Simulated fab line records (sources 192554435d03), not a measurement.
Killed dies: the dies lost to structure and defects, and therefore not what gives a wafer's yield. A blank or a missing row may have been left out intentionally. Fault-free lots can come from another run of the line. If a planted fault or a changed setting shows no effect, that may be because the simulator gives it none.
Chamber matching -- flow n5Finfet -- 4 sister chambers for N5_BEOL_M0_SAQP_MANDREL_ETCH_20 on rieSi-05
The step etches a-Si in HBr/Cl2, stops on SiNx, target depth 60 nm, bt time 10 s, time 30 s. 18 wafers are shown with their chamber, then 9 later ones without.

WAFERS, EACH WITH ITS CHAMBER
wafer,chamber,drypumpMotorCurrentA (A),throttleValvePct (%),oesProductAu (a.u.)
L078.2,1,6.2,35.4,0.786
L078.3,2,6.4,35.4,0.769
L078.5,3,5.8,36.1,0.767
L080.1,3,5.8,36.2,0.751
L080.3,0,5.3,35.5,0.752
L080.5,1,6.1,35.3,0.788
L082.2,3,5.8,36.1,0.757
L082.3,0,5.3,35.4,0.771
L082.4,1,6.2,35.3,0.805
L085.1,0,5.3,35.5,0.755
L085.3,3,5.9,36.2,0.754
L085.5,3,5.9,36.1,0.761
L089.1,2,6.4,35.4,0.766
L089.4,3,5.9,36.2,0.752
L089.6,0,5.3,35.4,0.768
L091.2,1,6.1,35.4,0.782
L091.3,3,5.8,36.1,0.759
L091.5,2,6.4,35.4,0.772

SIGNATURES, as means of the wafers listed above
reading,chamber 0,chamber 1,chamber 2,chamber 3,scatter within a chamber
drypumpMotorCurrentA,5.300,6.150,6.400,5.843,0.044
throttleValvePct,35.450,35.350,35.400,36.143,0.0515
oesProductAu,0.76150,0.79025,0.76900,0.75729,0.00747
Rule: for a wafer and a chamber, the distance is found by dividing, reading by reading, the gap between the wafer's reading and the chamber's mean by the reading's scatter, squaring, summing and taking the root. The wafer belongs to the nearest chamber; if the next one is less than 2 further off, it can't be placed. How the scatter is found: for the shown wafers, subtract from each reading the mean of its chamber, square and add these, divide the total by (wafers less chambers), then take the root.

WAFERS WITHOUT THEIR CHAMBER
wafer,drypumpMotorCurrentA (A),throttleValvePct (%),oesProductAu (a.u.)
L093.3,5.8,36.2,0.751
L093.5,6.4,35.4,0.766
L093.6,5.8,36.1,0.766
L095.2,6.1,35.3,0.787
L095.5,5.3,35.5,0.754
L095.6,6.1,35.3,0.797
L096.4,6.2,35.4,0.777
L096.5,5.3,35.5,0.768
L096.6,6.4,35.4,0.760

WHICH CHAMBER EACH WENT THROUGH
wafer,from the rows above,in truth
L093.3,3,3
L093.5,2,2
L093.6,3,3
L095.2,1,1
L095.5,0,0
L095.6,1,1
L096.4,1,1
L096.5,0,0
L096.6,2,2
9 of 9 placed correctly. From these rows, 0 cannot be placed. Number placed wrongly: 0.
